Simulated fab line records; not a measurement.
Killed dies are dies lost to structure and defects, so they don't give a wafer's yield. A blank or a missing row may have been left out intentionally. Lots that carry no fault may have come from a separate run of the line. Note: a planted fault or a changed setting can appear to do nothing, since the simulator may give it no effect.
Chamber matching :: flow n5 finfet :: 4 sister chambers for N5_BEOL_M0_SAQP_MANDREL1_REMOVE_100 on rie si-03
The step chemistry HBr/Cl2/O2, target a-Si, stops on SiNx, bt time 10 s. 4 wafers are shown with their chamber, then 7 later ones without.

== EACH WAFER AND ITS CHAMBER ==
wafer: L086.5
chamber: 2
drypump motor current A (A): 5.1

wafer: L092.6
chamber: 0
drypump motor current A (A): 5.1

wafer: L094.1
chamber: 3
drypump motor current A (A): 5.5

wafer: L094.2
chamber: 1
drypump motor current A (A): 5.3

== WAFERS WITHOUT THEIR CHAMBER ==
wafer: L094.5
drypump motor current A (A): 5.1

wafer: L095.2
drypump motor current A (A): 5.3

wafer: L095.5
drypump motor current A (A): 5.2

wafer: L095.6
drypump motor current A (A): 5.5

wafer: L097.2
drypump motor current A (A): 5.1

wafer: L097.3
drypump motor current A (A): 5.5

wafer: L097.6
drypump motor current A (A): 5.5

== EACH ONE'S CHAMBER ==
wafer: L094.5
from the rows above: can't be placed: 0 or 2
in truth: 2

wafer: L095.2
from the rows above: 1
in truth: 1

wafer: L095.5
from the rows above: can't be placed: 1 or 0 or 2
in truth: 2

wafer: L095.6
from the rows above: 3
in truth: 3

wafer: L097.2
from the rows above: can't be placed: 0 or 2
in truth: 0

wafer: L097.3
from the rows above: 3
in truth: 3

wafer: L097.6
from the rows above: 3
in truth: 3
Correct placement for 4 of the 7. Cannot be placed on the basis of these rows: 3; the candidates contain the true chamber in 3. Number placed wrongly: 0.
How it was worked out, from the rows above alone: a wafer's distance from a chamber is the root of the sum, over the readings, of the square of ((its reading less the chamber's mean) divided by the reading's scatter). The wafer belongs to the nearest chamber; if the next one is less than 2 further off, it can't be placed. Each chamber's mean is taken over the wafers shown for it. The scatter: root of mean squared gap, hidden wafer to nearest shown wafer, with one shown wafer a chamber.
